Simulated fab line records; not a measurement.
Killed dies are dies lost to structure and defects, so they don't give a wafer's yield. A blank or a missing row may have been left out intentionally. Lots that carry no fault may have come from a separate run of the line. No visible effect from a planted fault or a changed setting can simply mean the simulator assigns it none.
fab line records + flow n5Finfet
[record]
- lots = 6
- wafers = 16
- lastDay = 16
route steps=1938 shown BEOL_M8@1362
lots untouched by any fault: they come from a run of this same line in which no faults occurred
startH: hours from the record's opening day to when the first of the lot's shown wafers began + waitH: hours elapsed since this lot's preceding step + " the same as in the row above + L1.1+2: several wafers, shown together as one row + - no value, or no start given + * or withheld: withheld + < > ~ a bound
route shown NAME@n: names a module that has steps shown in the file, with the first one's number in the route + usual: mean/standard deviation of fault-free wafers + same: alike in all rows + chamber/n: place in a boat + sites: the reading at each site + _std_site: the values' standard deviation + _edge_site: the outer-site mean with the inner-site mean subtracted + radiusMm: how far each site lies from the wafer's centre + mask NAME#n: copy n + behind: the most recent tool/chamber to have shaped the wafer + hold: the reason the lot was held/the length of the hold in hours/how it ended + device: the n, p or np transistor that did not switch + end of line: tests of these same wafers at the route's end + step lacking rows: just its recipe + killed: at the first sort, the dies lost to defects and structure; wafer yield is something else + map: the dies of a wafer, with x for killed, . for not killed, _ for no die there
set.NAME: setting as actually run; set.NAME@STEP: the setting as run at that earlier step + model.NAME: the simulator's own value behind a step, which no gauge read
a table for each step, a row for each wafer; lots at some steps of the route
services: the hour from which a tool's chamber was out of use, counted from the record's first day as startH (under 0 if before that day), plus the number of hours and why
[[steps]]
[step N5_BEOL_M8_EXPOSE_25]
[recipe]
- maskId = V7
- na = 0.33
- sourceShape = annular
- sigmaInner = 0.4
- sigmaOuter = 0.8
- polarization = unpolarized
- targetCdNm = 40
- doseMj = 42.5
[step N5_BEOL_M8_PEB_26]
[recipe]
- pebTempC = 100
- pebTimeS = 60
- resist = CAR-EUV
[step N5_BEOL_M8_DEVELOP_27]
[recipe]
- developTimeS = 30
- developer = TMAH
- resist = CAR-EUV
- rinseLiquid = surfactantRinse
- dry = airSpin
- devTempC = 23
[step N5_BEOL_M8_CD_MEAS_28]
[recipe]
- targetCdNm = 40
- landingEnergyEv = 500
- detector = seInlens
[usual]
- cdNm = 40.03/0.21
| lot.wafer | tool     | chamber | startH | waitH | cdNm  |
|-----------|----------|---------|--------|-------|-------|
| L184.3    | cdSem-02 | 0       | 214.52 | -     | 39.58 |
| L184.4    | "        | 0       | "      | "     | 40.39 |
| L184.6    | "        | 0       | "      | "     | 39.67 |
| L185.1    | cdSem-01 | 0       | 222.17 | -     | 40.13 |
| L185.3    | "        | 0       | "      | "     | 39.97 |
| L185.6    | "        | 0       | "      | "     | 39.78 |
| L191.2    | cdSem-01 | 0       | 258.44 | -     | 40.22 |
| L191.4    | "        | 0       | "      | "     | 40.23 |
| L191.6    | "        | 0       | "      | "     | 40.30 |
| L192.1    | cdSem-02 | 0       | 265.60 | -     | 40.17 |
| L197.1    | cdSem-03 | 0       | 291.87 | -     | 40.25 |
| L197.4    | "        | 0       | "      | "     | 40.00 |
| L197.6    | "        | 0       | "      | "     | 40.10 |
| L202.2    | cdSem-02 | 0       | 321.42 | -     | 39.82 |
| L202.3    | "        | 0       | "      | "     | 40.19 |
| L202.5    | "        | 0       | "      | "     | 40.49 |
[step N5_BEOL_M8_OVL_MEAS_29]
[recipe]
- pointsPerWafer = 522
[usual]
- V7_OVL = -0.4/0.71
[same]
- pointsPerWafer = 522
| lot.wafer | tool       | chamber | startH | waitH | V7_OVL[nm] |
|-----------|------------|---------|--------|-------|------------|
| L184.3    | overlay-02 | 0       | 214.56 | 0.0   | 0.4        |
| L184.4    | "          | 0       | "      | "     | -0.1       |
| L184.6    | "          | 0       | "      | "     | 0.1        |
| L185.1    | overlay-02 | 0       | 222.20 | 0.0   | 0.2        |
| L185.3    | "          | 0       | "      | "     | -1.0       |
| L185.6    | "          | 0       | "      | "     | 0.0        |
| L191.2    | overlay-01 | 0       | 258.47 | 0.0   | -0.9       |
| L191.4    | "          | 0       | "      | "     | -0.2       |
| L191.6    | "          | 0       | "      | "     | -0.2       |
| L192.1    | overlay-01 | 0       | 265.63 | 0.0   | -0.6       |
| L197.1    | overlay-02 | 0       | 291.90 | 0.0   | -1.0       |
| L197.4    | "          | 0       | "      | "     | -1.2       |
| L197.6    | "          | 0       | "      | "     | -1.5       |
| L202.2    | overlay-02 | 0       | 321.45 | 0.0   | -0.1       |
| L202.3    | "          | 0       | "      | "     | -0.1       |
| L202.5    | "          | 0       | "      | "     | -0.8       |
[step N5_BEOL_M8_INSPECT_30]
[recipe]
- mode = adi
- inspectInstrument = brightfield
[usual]
- rawDefectCount = 424/110
| lot.wafer | tool             | chamber | startH | waitH | rawDefectCount |
|-----------|------------------|---------|--------|-------|----------------|
| L184.3    | defectInspect-01 | -       | 214.61 | 0.0   | 652            |
| L184.4    | "                | -       | "      | "     | 540            |
| L184.6    | "                | -       | "      | "     | 476            |
| L185.1    | defectInspect-02 | -       | 222.26 | 0.1   | 745            |
| L185.3    | "                | -       | "      | "     | 480            |
| L185.6    | "                | -       | "      | "     | 619            |
| L191.2    | defectInspect-02 | -       | 258.53 | 0.0   | 552            |
| L191.4    | "                | -       | "      | "     | 619            |
| L191.6    | "                | -       | "      | "     | 590            |
| L192.1    | defectInspect-01 | -       | 265.69 | 0.1   | 423            |
| L197.1    | defectInspect-01 | -       | 291.96 | 0.1   | 453            |
| L197.4    | "                | -       | "      | "     | 280            |
| L197.6    | "                | -       | "      | "     | 389            |
| L202.2    | defectInspect-01 | -       | 321.51 | 0.0   | 381            |
| L202.3    | "                | -       | "      | "     | 343            |
| L202.5    | "                | -       | "      | "     | 244            |
[step N5_BEOL_M8_DESCUM_33]
[recipe]
- chemistry = O2
- timeS = 7
- sourcePowerW = 50
- biasPowerW = 20
- pressureMtorr = 20
- rfFrequencyHz = 2.712e+07
- tempC = 40
- resist = CAR-EUV
- o2FlowSccm = 225
[usual]
- drypumpMotorCurrentA = 5.8/0.44
- oesProductAu = 0.77/0.074
- rfVppV = 243.5/1.4
- showerheadPlenumPTorr = 2.11/0.083
- tempC = 40.00/0.12
- throttleValvePct = 20.44/0.24
| lot.wafer | tool       | chamber | startH | waitH | drypumpMotorCurrentA | oesProductAu | rfHoursCounterH | rfVppV | showerheadPlenumPTorr | tempC | throttleValvePct |
|-----------|------------|---------|--------|-------|----------------------|--------------|-----------------|--------|-----------------------|-------|------------------|
| L184.3    | rieDiel-02 | 0       | 215.37 | 0.8   | 5.5                  | 0.93         | 12              | 245.5  | 2.23                  | 39.87 | 20.05            |
| L184.4    | "          | 3       | "      | "     | 5.9                  | 0.74         | 148             | 241.8  | 2.01                  | 39.85 | 20.25            |
| L184.6    | "          | 3       | "      | "     | 5.9                  | 0.74         | -               | 242.9  | 2.01                  | 39.92 | 20.27            |
| L185.1    | rieDiel-01 | 3       | 222.29 | 0.0   | 6.2                  | 0.75         | 147             | 243.8  | 2.18                  | 40.00 | 20.43            |
| L185.3    | "          | 0       | "      | "     | 5.6                  | 0.72         | 197             | 241.7  | 1.99                  | 40.08 | 20.62            |
| L185.6    | "          | 1       | "      | "     | 5.6                  | 0.82         | -               | 245.0  | 2.20                  | 40.05 | 20.17            |
| L191.2    | rieDiel-02 | 0       | 258.56 | 0.0   | 5.5                  | 0.91         | 21              | 246.3  | 2.22                  | 40.06 | 20.06            |
| L191.4    | "          | 2       | "      | "     | 6.1                  | 0.75         | 135             | 245.7  | 2.19                  | 39.94 | 20.37            |
| L191.6    | "          | 2       | "      | "     | 6.1                  | 0.75         | -               | 245.2  | 2.19                  | 39.86 | 20.37            |
| L192.1    | rieDiel-02 | 0       | 266.30 | 0.6   | 5.5                  | 0.92         | 24              | 245.1  | 2.22                  | 40.11 | 20.07            |
| L197.1    | rieDiel-01 | 2       | 292.44 | 0.5   | 5.0                  | 0.96         | 8               | 242.3  | 2.14                  | 39.78 | 20.39            |
| L197.4    | "          | 0       | "      | "     | 5.6                  | 0.69         | 231             | 243.3  | 1.97                  | 39.99 | 20.66            |
| L197.6    | "          | 0       | "      | "     | 5.6                  | 0.69         | -               | 242.2  | 1.97                  | 39.95 | 20.67            |
| L202.2    | rieDiel-06 | 1       | 321.54 | 0.0   | 5.0                  | 0.84         | 62              | 240.6  | 2.02                  | 39.99 | 20.20            |
| L202.3    | "          | 3       | "      | "     | 6.4                  | 0.72         | 185             | 244.2  | 2.07                  | 40.01 | 20.70            |
| L202.5    | "          | 3       | "      | "     | 6.4                  | 0.73         | -               | 241.2  | 2.07                  | 39.98 | 20.71            |
[step N5_BEOL_M8_ETCH_72]
[recipe]
- chemistry = N2/H2
- target = underlayer
- targetDepthA = 65
- maskMaterial = CAR-EUV
- timeS = 5.2
- ionEnergyEv = 200
- pressureMtorr = 30
- sourceW = 840
- biasW = 150
- n2FlowSccm = 200
- h2FlowSccm = 200
- ends = cleared
[usual]
- drypumpMotorCurrentA = 5.8/0.44
- etchRfOnTimeS = 5.18/0.08
- oesProductAu = 0.66/0.063
- rfFwdPowerW = 819.2/2.5
- rfVppV = 525/3
- showerheadPlenumPTorr = 2.56/0.1
- throttleValvePct = 17.91/0.27
| lot.wafer | tool       | chamber | startH | waitH | drypumpMotorCurrentA | etchRfOnTimeS | oesProductAu | rfFwdPowerW | rfHoursCounterH | rfVppV | showerheadPlenumPTorr | throttleValvePct |
|-----------|------------|---------|--------|-------|----------------------|---------------|--------------|-------------|-----------------|--------|-----------------------|------------------|
| L184.3    | rieDiel-02 | 0       | 215.40 | 0.0   | 5.5                  | 5.11          | 0.81         | 814.6       | 12              | 530    | 2.71                  | 17.53            |
| L184.4    | "          | 3       | "      | "     | 5.8                  | 5.19          | 0.63         | 816.1       | 148             | 522    | 2.44                  | 17.62            |
| L184.6    | "          | 3       | "      | "     | 5.8                  | 5.19          | 0.63         | 816.8       | -               | 521    | 2.44                  | 17.66            |
| L185.1    | rieDiel-01 | 3       | 222.33 | 0.0   | 6.2                  | 5.16          | 0.64         | 815.7       | 147             | 528    | 2.65                  | 17.93            |
| L185.3    | "          | 0       | "      | "     | 5.6                  | 5.37          | 0.61         | 821.0       | 197             | 524    | 2.42                  | 18.12            |
| L185.6    | "          | 1       | "      | "     | 5.6                  | 5.24          | 0.70         | 822.4       | -               | 528    | 2.69                  | 17.66            |
| L191.2    | rieDiel-02 | 0       | 258.59 | 0.0   | 5.5                  | 5.10          | 0.79         | 819.9       | 21              | 529    | 2.71                  | 17.55            |
| L191.4    | "          | 2       | "      | "     | 6.1                  | 5.15          | 0.65         | 815.9       | 135             | 526    | 2.65                  | 17.75            |
| L191.6    | "          | 2       | "      | "     | 6.1                  | 5.16          | 0.66         | 815.9       | -               | 525    | 2.65                  | 17.77            |
| L192.1    | rieDiel-02 | 0       | 266.33 | 0.0   | 5.5                  | 5.05          | 0.78         | 819.9       | 24              | 529    | 2.70                  | 17.57            |
| L197.1    | rieDiel-01 | 2       | 292.47 | 0.0   | 5.0                  | 5.07          | 0.83         | 820.6       | 8               | 522    | 2.60                  | 17.82            |
| L197.4    | "          | 0       | "      | "     | 5.7                  | 5.36          | 0.59         | 819.7       | 231             | 519    | 2.40                  | 18.17            |
| L197.6    | "          | 0       | "      | "     | 5.6                  | 5.27          | 0.60         | 821.5       | -               | 518    | 2.40                  | 18.16            |
| L202.2    | rieDiel-06 | 1       | 321.57 | 0.0   | 5.0                  | 5.19          | 0.70         | 820.4       | 62              | 520    | 2.46                  | 17.61            |
| L202.3    | "          | 3       | "      | "     | 6.4                  | 5.21          | 0.62         | 817.6       | 185             | 524    | 2.53                  | 18.33            |
| L202.5    | "          | 3       | "      | "     | 6.4                  | 5.17          | 0.62         | 816.4       | -               | 522    | 2.53                  | 18.34            |
[step N5_BEOL_M8_ETCH_65]
[recipe]
- chemistry = CF4
- target = SiARC
- targetDepthA = 156
- maskMaterial = CAR-EUV
- timeS = 26
- ionEnergyEv = 80
- pressureMtorr = 40
- sourceW = 545
- biasW = 36
- Ar_flow_sccm = 100
- cf4FlowSccm = 100
- ends = cleared
[usual]
- drypumpMotorCurrentA = 5.8/0.44
- etchRfOnTimeS = 26.0/0.41
- oesProductAu = 0.66/0.063
- rfFwdPowerW = 532.7/1.9
- rfVppV = 184.3/1.2
- showerheadPlenumPTorr = 2.16/0.078
- throttleValvePct = 15.65/0.25
| lot.wafer | tool       | chamber | startH | waitH | drypumpMotorCurrentA | etchRfOnTimeS | oesProductAu | rfFwdPowerW | rfHoursCounterH | rfVppV | showerheadPlenumPTorr | throttleValvePct |
|-----------|------------|---------|--------|-------|----------------------|---------------|--------------|-------------|-----------------|--------|-----------------------|------------------|
| L184.3    | rieDiel-02 | 0       | 215.42 | 0.0   | 5.5                  | 25.6          | 0.80         | 535.7       | 12              | 186.2  | 2.27                  | 15.18            |
| L184.4    | "          | 3       | "      | "     | 5.9                  | 26.1          | 0.64         | 534.1       | 149             | 183.1  | 2.06                  | 15.49            |
| L184.6    | "          | 3       | "      | "     | 5.8                  | 26.2          | 0.62         | 532.9       | -               | 182.6  | 2.06                  | 15.48            |
| L185.1    | rieDiel-01 | 3       | 222.34 | 0.0   | 6.2                  | 26.1          | 0.64         | 533.6       | 147             | 183.9  | 2.23                  | 15.64            |
| L185.3    | "          | 0       | "      | "     | 5.6                  | 26.8          | 0.61         | 533.5       | 197             | 182.5  | 2.05                  | 15.89            |
| L185.6    | "          | 1       | "      | "     | 5.6                  | 26.3          | 0.71         | 531.5       | -               | 184.9  | 2.25                  | 15.42            |
| L191.2    | rieDiel-02 | 0       | 258.61 | 0.0   | 5.5                  | 25.3          | 0.78         | 535.1       | 21              | 185.8  | 2.27                  | 15.21            |
| L191.4    | "          | 2       | "      | "     | 6.1                  | 25.8          | 0.65         | 531.2       | 135             | 184.4  | 2.23                  | 15.52            |
| L191.6    | "          | 2       | "      | "     | 6.1                  | 25.7          | 0.65         | 531.3       | -               | 187.0  | 2.23                  | 15.52            |
| L192.1    | rieDiel-02 | 0       | 266.35 | 0.0   | 5.5                  | 25.1          | 0.78         | 532.5       | 24              | 184.7  | 2.27                  | 15.22            |
| L197.1    | rieDiel-01 | 2       | 292.49 | 0.0   | 5.0                  | 25.6          | 0.81         | 533.2       | 8               | 185.0  | 2.19                  | 15.53            |
| L197.4    | "          | 0       | "      | "     | 5.6                  | 26.9          | 0.59         | 535.5       | 231             | 183.8  | 2.04                  | 15.94            |
| L197.6    | "          | 0       | "      | "     | 5.6                  | 27.1          | 0.59         | 533.7       | -               | 183.4  | 2.04                  | 15.96            |
| L202.2    | rieDiel-06 | 1       | 321.59 | 0.0   | 5.0                  | 26.3          | 0.71         | 534.3       | 62              | 183.5  | 2.09                  | 15.45            |
| L202.3    | "          | 3       | "      | "     | 6.4                  | 26.4          | 0.61         | 531.2       | 185             | 183.4  | 2.13                  | 15.95            |
| L202.5    | "          | 3       | "      | "     | 6.4                  | 26.1          | 0.62         | 529.1       | -               | 183.2  | 2.13                  | 15.98            |
[step N5_BEOL_M8_ETCH_66]
[recipe]
- chemistry = N2/H2
- target = SOC
- targetDepthA = 800
- overetchA = 160
- maskMaterial = SiARC
- tempC = 40
- timeS = 120
- ionEnergyEv = 200
- pressureMtorr = 30
- sourceW = 840
- biasW = 150
- n2FlowSccm = 200
- h2FlowSccm = 200
[usual]
- drypumpMotorCurrentA = 5.8/0.44
- oesProductAu = 0.59/0.053
- rfFwdPowerW = 835.8/2.5
- rfVppV = 524/3
- showerheadPlenumPTorr = 2.56/0.1
- tempC = 39.99/0.11
- throttleValvePct = 17.87/0.27
| lot.wafer | tool       | chamber | startH | waitH | drypumpMotorCurrentA | oesProductAu | rfFwdPowerW | rfHoursCounterH | rfVppV | showerheadPlenumPTorr | tempC | throttleValvePct |
|-----------|------------|---------|--------|-------|----------------------|--------------|-------------|-----------------|--------|-----------------------|-------|------------------|
| L184.3    | rieDiel-02 | 0       | 215.45 | 0.0   | 5.5                  | 0.72         | 834.9       | 12              | 528    | 2.71                  | 39.99 | 17.48            |
| L184.4    | "          | 3       | "      | "     | 5.9                  | 0.57         | 833.9       | 149             | 519    | 2.44                  | 39.92 | 17.61            |
| L184.6    | "          | 3       | "      | "     | 5.9                  | 0.57         | 835.8       | -               | 521    | 2.44                  | 39.99 | 17.63            |
| L185.1    | rieDiel-01 | 3       | 222.37 | 0.0   | 6.2                  | 0.58         | 835.6       | 147             | 527    | 2.65                  | 39.98 | 17.86            |
| L185.3    | "          | 0       | "      | "     | 5.7                  | 0.56         | 835.1       | 197             | 520    | 2.42                  | 39.72 | 18.07            |
| L185.6    | "          | 1       | "      | "     | 5.6                  | 0.64         | 835.0       | -               | 529    | 2.69                  | 39.98 | 17.60            |
| L191.2    | rieDiel-02 | 0       | 258.64 | 0.0   | 5.5                  | 0.70         | 839.5       | 21              | 528    | 2.71                  | 40.11 | 17.52            |
| L191.4    | "          | 2       | "      | "     | 6.1                  | 0.58         | 837.1       | 135             | 529    | 2.65                  | 39.88 | 17.71            |
| L191.6    | "          | 2       | "      | "     | 6.1                  | 0.57         | 833.9       | -               | 528    | 2.65                  | 39.98 | 17.70            |
| L192.1    | rieDiel-02 | 0       | 266.38 | 0.0   | 5.5                  | 0.69         | 833.2       | 24              | 529    | 2.70                  | 39.97 | 17.52            |
| L197.1    | rieDiel-01 | 2       | 292.52 | 0.0   | 5.1                  | 0.72         | 839.3       | 8               | 525    | 2.60                  | 40.13 | 17.77            |
| L197.4    | "          | 0       | "      | "     | 5.7                  | 0.54         | 840.1       | 231             | 519    | 2.40                  | 40.03 | 18.12            |
| L197.6    | "          | 0       | "      | "     | 5.7                  | 0.54         | 837.2       | -               | 520    | 2.40                  | 40.15 | 18.13            |
| L202.2    | rieDiel-06 | 1       | 321.62 | 0.0   | 5.0                  | 0.64         | 832.3       | 62              | 521    | 2.46                  | 39.88 | 17.56            |
| L202.3    | "          | 3       | "      | "     | 6.4                  | 0.55         | 835.4       | 185             | 523    | 2.53                  | 39.96 | 18.34            |
| L202.5    | "          | 3       | "      | "     | 6.4                  | 0.56         | 835.7       | -               | 524    | 2.53                  | 39.88 | 18.32            |
[step N5_BEOL_M8_STRIP_69]
[recipe]
- chemistry = N2/H2
- tempC = 40
- n2FlowSccm = 200
- h2FlowSccm = 200
- rfFrequencyHz = 6e+07
[step N5_BEOL_M8_STRIP_73]
[recipe]
- chemistry = N2/H2
- tempC = 40
- n2FlowSccm = 200
- h2FlowSccm = 200
- rfFrequencyHz = 6e+07
[step N5_BEOL_M8_VIA_ETCH_34]
[recipe]
- chemistry = C4F6/O2
- target = SiCOH_lowk
- targetDepthA = 1255
- maskMaterial = SOC
- taperDeg = 4
- timeS = 50.5
- ionEnergyEv = 250
- pressureMtorr = 30
- sourceW = 345
- biasW = 185
- Ar_flow_sccm = 300
- C4F6_flow_sccm = 10
- O2_flow_sccm = 10
[usual]
- drypumpMotorCurrentA = 5.8/0.44
- oes_f_703_au = 0.77/0.07
- oes_o_777_au = 0.77/0.07
- oesProductAu = 0.77/0.073
- rfFwdPowerW = 341.8/1.4
- rfVppV = 664/5.7
- showerheadPlenumPTorr = 2.87/0.1
- throttleValvePct = 20.93/0.23
| lot.wafer | tool       | chamber | startH | waitH | drypumpMotorCurrentA | oes_f_703_au | oes_o_777_au | oesProductAu | rfFwdPowerW | rfHoursCounterH | rfVppV | showerheadPlenumPTorr | throttleValvePct | model.etch.depthNm | model.SOC_of_BEOL_M8_COAT_63.thkNm |
|-----------|------------|---------|--------|-------|----------------------|--------------|--------------|--------------|-------------|-----------------|--------|-----------------------|------------------|--------------------|------------------------------------|
| L184.3    | rieDiel-02 | 0       | 215.55 | 0.0   | 5.5                  | 0.94         | 0.93         | 0.95         | 342.5       | 12              | 665    | 3.03                  | 20.58            | 128.9              | 53.6                               |
| L184.4    | "          | 3       | "      | "     | 5.9                  | 0.74         | 0.73         | 0.73         | 341.9       | 149             | 668    | 2.75                  | 20.77            | 125.3              | 54                                 |
| L184.6    | "          | 3       | "      | "     | 5.9                  | 0.73         | 0.73         | 0.75         | 342.0       | -               | 668    | 2.75                  | 20.79            | 125.6              | 53.8                               |
| L185.1    | rieDiel-01 | 3       | 222.47 | 0.0   | 6.2                  | 0.75         | 0.76         | 0.75         | 343.3       | 147             | 670    | 2.95                  | 20.86            | 124.9              | 54                                 |
| L185.3    | "          | 0       | "      | "     | 5.7                  | 0.73         | 0.72         | 0.71         | 344.1       | 197             | 655    | 2.73                  | 21.18            | 121.9              | 54.2                               |
| L185.6    | "          | 1       | "      | "     | 5.6                  | 0.82         | 0.81         | 0.83         | 342.5       | -               | 671    | 2.99                  | 20.71            | 124.8              | 54                                 |
| L191.2    | rieDiel-02 | 0       | 258.74 | 0.0   | 5.5                  | 1.19         | 1.15         | 0.97         | 424.5       | 21              | 597    | 3.02                  | 20.60            | 139.2              | 53.2                               |
| L191.4    | "          | 2       | "      | "     | 6.1                  | 0.77         | 0.79         | 0.75         | 341.3       | 135             | 665    | 2.97                  | 20.83            | 124.3              | 53.8                               |
| L191.6    | "          | 2       | "      | "     | 6.1                  | 0.77         | 0.78         | 0.76         | 340.3       | -               | 667    | 2.97                  | 20.82            | 124.9              | 54                                 |
| L192.1    | rieDiel-02 | 0       | 266.48 | 0.0   | 5.5                  | 1.17         | 1.15         | 0.96         | 425.7       | 25              | 599    | 3.02                  | 20.60            | 139.3              | 53.2                               |
| L197.1    | rieDiel-01 | 2       | 292.62 | 0.0   | 5.0                  | 0.96         | 0.96         | 0.96         | 342.2       | 8               | 656    | 2.91                  | 20.88            | 129                | 53.8                               |
| L197.4    | "          | 0       | "      | "     | 5.6                  | 0.69         | 0.70         | 0.69         | 340.8       | 231             | 656    | 2.71                  | 21.24            | 122.1              | 54.4                               |
| L197.6    | "          | 0       | "      | "     | 5.6                  | 0.70         | 0.69         | 0.69         | 340.9       | -               | 655    | 2.71                  | 21.24            | 121.6              | 54.4                               |
| L202.2    | rieDiel-06 | 1       | 321.72 | 0.0   | 5.0                  | 0.83         | 0.82         | 0.83         | 339.0       | 62              | 656    | 2.78                  | 20.79            | 124                | 54.2                               |
| L202.3    | "          | 3       | "      | "     | 6.4                  | 0.72         | 0.72         | 0.72         | 342.1       | 185             | 662    | 2.83                  | 21.22            | 125.3              | 54.2                               |
| L202.5    | "          | 3       | "      | "     | 6.4                  | 0.73         | 0.72         | 0.72         | 343.2       | -               | 662    | 2.83                  | 21.22            | 125.5              | 54                                 |
[step N5_BEOL_M8_STRIP_76]
[recipe]
- chemistry = C4F6/O2
- resist = SiARC
- rfFrequencyHz = 6e+07
[[services]]
| tool       | chamber | startH | hours | kind                        |
|------------|---------|--------|-------|-----------------------------|
| rieDiel-02 | 1       | 195.81 | 5.5   | repair                      |
| rieDiel-02 | 3       | 198.03 | 6.0   | repair                      |
| rieDiel-01 | 2       | 231.57 | -     | clean                       |
| rieDiel-01 | 2       | 231.57 | -     | consumableReplace:focusRing |
| rieDiel-01 | 2       | 231.57 | 32.8  | scheduledDown               |
| rieDiel-01 | 2       | 231.57 | 32.8  | ventCycle                   |
| rieDiel-02 | -       | 241.53 | 15.6  | pm                          |
| rieDiel-06 | 1       | 266.28 | 23.2  | repair                      |
| rieDiel-02 | 1       | 277.02 | -     | clean                       |
| rieDiel-02 | 1       | 277.02 | -     | consumableReplace:focusRing |
| rieDiel-02 | 1       | 277.02 | 15.9  | scheduledDown               |
| rieDiel-02 | 1       | 277.02 | 15.9  | ventCycle                   |
[[key]]
[firstSign]
- step = N5_BEOL_M8_VIA_ETCH_34
- reading = rfFwdPowerW
- direction = up
- sigmas = 59
- usual = *
- struck = *
[effect]
- step = N5_BEOL_M8_VIA_ETCH_34
- reading = rfVppV
- direction = down
- sigmas = 11
- usual = 664
- struck = 598
[modelEffect]
- step = N5_BEOL_M8_VIA_ETCH_34
- value = etch.depthNm
- without = 128.1
- struck = 139.3
metAt N5_BEOL_M8_VIA_ETCH_34
struckWafers L191.2,L192.1
rowsEnd L192.1
onsetBetween 215.55 258.74
[fault]
- kind = processParameterDrift
- tool = rieDiel-02
- chamber = 0
- onsetH = 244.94
- steps = N5_BEOL_M8_VIA_ETCH_34
- channel = sourceW
- offset = 82.8
- shape = step
- actsIn = theseRecipesOnly
- stated = 345
// rowsEnd: these wafers met a further fault down the route, and their rows from its step on are left out
